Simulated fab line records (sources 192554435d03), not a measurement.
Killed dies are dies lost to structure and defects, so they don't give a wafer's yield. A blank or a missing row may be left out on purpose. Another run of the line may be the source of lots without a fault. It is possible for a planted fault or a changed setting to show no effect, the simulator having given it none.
Which tool did it? :: flow n5Finfet :: Sampling: 12 lots, 36 wafers, 3 of 1938 route steps

## WHAT THE GAUGES SHOWED, per wafer
N5_BEOL_M6_CD_MEAS_11 targets a cd of 38.5 nm.
lot: L075
measured: day 8 22:26
on: cdSem-01
cdNm (nm): 39.2 39.0 39.2

lot: L077
measured: day 9 12:05
on: cdSem-02
cdNm (nm): 38.6 39.2 38.2

lot: L080
measured: day 9 22:14
on: cdSem-03
cdNm (nm): 39.1 39.5 38.2

lot: L081
measured: day 10 09:10
on: cdSem-02
cdNm (nm): 38.6 38.7 39.2

lot: L082
measured: day 10 21:56
on: cdSem-02
cdNm (nm): 39.9 38.3 39.3

lot: L085
measured: day 11 07:59
on: cdSem-01
cdNm (nm): 40.2 38.5 39.0

lot: L087
measured: day 12 07:38
on: cdSem-03
cdNm (nm): 39.5 39.1 39.0

lot: L088
measured: day 13 10:15
on: cdSem-01
cdNm (nm): 39.5 38.9 40.0

lot: L091
measured: day 13 15:51
on: cdSem-01
cdNm (nm): 38.2 38.3 38.7

lot: L092
measured: day 13 20:44
on: cdSem-03
cdNm (nm): 38.8 37.8 39.8

lot: L095
measured: day 14 11:11
on: cdSem-02
cdNm (nm): 37.9 37.8 38.2

lot: L096
measured: day 15 00:47
on: cdSem-01
cdNm (nm): 38.4 40.5 38.8

## TOOL THAT RAN EACH LOT (tool first, then ch and the chambers of the sampled wafers, then the start)
lot: L075
N5_BEOL_M5_PRE_CLEAN_77: cvdCo-01 ch 1,2, day 8 19:51
N5_BEOL_M6_CURE_74: uvCure-01 ch 1, day 8 20:25

lot: L077
N5_BEOL_M5_PRE_CLEAN_77: cvdCo-01 ch 0,2, day 9 09:53
N5_BEOL_M6_CURE_74: uvCure-03 ch 0, day 9 10:23

lot: L080
N5_BEOL_M5_PRE_CLEAN_77: cvdCo-01 ch 0,1,2, day 9 20:43
N5_BEOL_M6_CURE_74: uvCure-01 ch 2, day 9 21:05

lot: L081
N5_BEOL_M5_PRE_CLEAN_77: cvdCo-02 ch 0,1,2, day 10 06:37
N5_BEOL_M6_CURE_74: uvCure-02 ch 1, day 10 07:03

lot: L082
N5_BEOL_M5_PRE_CLEAN_77: cvdCo-01 ch 0,1, day 10 18:27
N5_BEOL_M6_CURE_74: uvCure-02 ch 0, day 10 18:48

lot: L085
N5_BEOL_M5_PRE_CLEAN_77: cvdCo-02 ch 0,1,2, day 11 06:26
N5_BEOL_M6_CURE_74: uvCure-03 ch 1, day 11 06:47

lot: L087
N5_BEOL_M5_PRE_CLEAN_77: cvdCo-01 ch 0,2, day 12 05:45
N5_BEOL_M6_CURE_74: uvCure-03 ch 0, day 12 06:06

lot: L088
N5_BEOL_M5_PRE_CLEAN_77: cvdCo-01 ch 1,2, day 13 06:50
N5_BEOL_M6_CURE_74: uvCure-02 ch 0, day 13 07:14

lot: L091
N5_BEOL_M5_PRE_CLEAN_77: cvdCo-01 ch 0,1,2, day 13 11:15
N5_BEOL_M6_CURE_74: uvCure-02 ch 0, day 13 11:41

lot: L092
N5_BEOL_M5_PRE_CLEAN_77: cvdCo-01 ch 1,2, day 13 19:02
N5_BEOL_M6_CURE_74: uvCure-01 ch 0, day 13 19:25

lot: L095
N5_BEOL_M5_PRE_CLEAN_77: cvdCo-02 ch 1,2, day 14 09:20
N5_BEOL_M6_CURE_74: uvCure-02 ch 0, day 14 09:43

lot: L096
N5_BEOL_M5_PRE_CLEAN_77: cvdCo-01 ch 1,2, day 14 19:37
N5_BEOL_M6_CURE_74: uvCure-01 ch 0, day 14 19:58
- N5_BEOL_M5_PRE_CLEAN_77: time 15 s.
- N5_BEOL_M6_CURE_74: cures SiCOH lowk, time 240 s.

## THE ANSWER, worked out from the rows above alone
Rule: usual is defined by the lots themselves. Put in order of their means at a reading, lots are off if they are a third of the lots or fewer, leave a main group of 4 or more, and stand apart from it by a gap of 3 or more times the standard deviation of the main group's means; of several such gaps the widest counts. A main group whose means are all the same, to the digits that the tables above print for the reading, isn't used. Also off: a lot with no number at a reading for which 4 or more lots have one. Where the step has rows for the other lots, those lots are counted as sound.
No lot is off at any reading shown: from this, nothing can be told.

## WHAT THE SIMULATOR HAD PUT IN
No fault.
